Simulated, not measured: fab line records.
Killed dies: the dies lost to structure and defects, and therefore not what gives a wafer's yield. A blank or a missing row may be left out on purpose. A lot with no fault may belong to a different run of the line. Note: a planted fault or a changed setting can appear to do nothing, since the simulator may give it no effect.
Chamber matching | flow n5-finfet | N5_BEOL_M9_ETCH_65 on rie-diel-01 has 4 sister chambers
The step etches SiARC in CF4, target depth 15.6 nm, time 26 s. 8 wafers are shown with their chamber, then 10 later ones without.

== WAFERS, EACH WITH ITS CHAMBER ==
wafer  | chamber | drypump-motor-current-A (A) | showerhead-plenum-p-Torr (Torr)
L076.6 | 3       | 5.9                         | 2.10
L083.2 | 3       | 5.9                         | 2.09
L084.5 | 2       | 6.0                         | 2.06
L088.3 | 0       | 6.7                         | 2.12
L088.5 | 2       | 6.0                         | 2.06
L088.6 | 1       | 5.0                         | 2.20
L090.2 | 0       | 6.7                         | 2.12
L090.4 | 1       | 4.9                         | 2.20

== WAFERS WITH NO CHAMBER GIVEN ==
wafer  | drypump-motor-current-A (A) | showerhead-plenum-p-Torr (Torr)
L090.6 | 6.0                         | 2.06
L093.1 | 4.9                         | 2.20
L093.2 | 5.8                         | 2.09
L093.4 | 5.9                         | 2.09
L094.3 | 5.8                         | 2.09
L094.5 | 4.9                         | 2.20
L094.6 | 5.8                         | 2.09
L096.1 | 5.8                         | 2.08
L096.3 | 4.9                         | 2.20
L096.4 | 6.0                         | 2.05

== THE CHAMBER EACH PASSED THROUGH ==
wafer  | from the rows above | in truth
L090.6 | 2                   | 2
L093.1 | 1                   | 1
L093.2 | 3                   | 3
L093.4 | 3                   | 3
L094.3 | 3                   | 3
L094.5 | 1                   | 1
L094.6 | 3                   | 3
L096.1 | 3                   | 3
L096.3 | 1                   | 1
L096.4 | 2                   | 2
Placed correctly: 10 of 10. Left unplaced by these rows: 0. Placed wrongly: 0.
How it was worked out, from the rows above alone: a wafer's distance from a chamber is the root of the sum, over the readings, of the square of ((its reading less the chamber's mean) divided by the reading's scatter). The wafer belongs to the nearest chamber; if the next one is less than 2 further off, it can't be placed. For every chamber, the mean is computed from those of its wafers that are shown. The scatter is the square root of a quotient: the sum, over the shown wafers, of each reading's squared deviation from its chamber's mean, divided by wafers minus chambers.
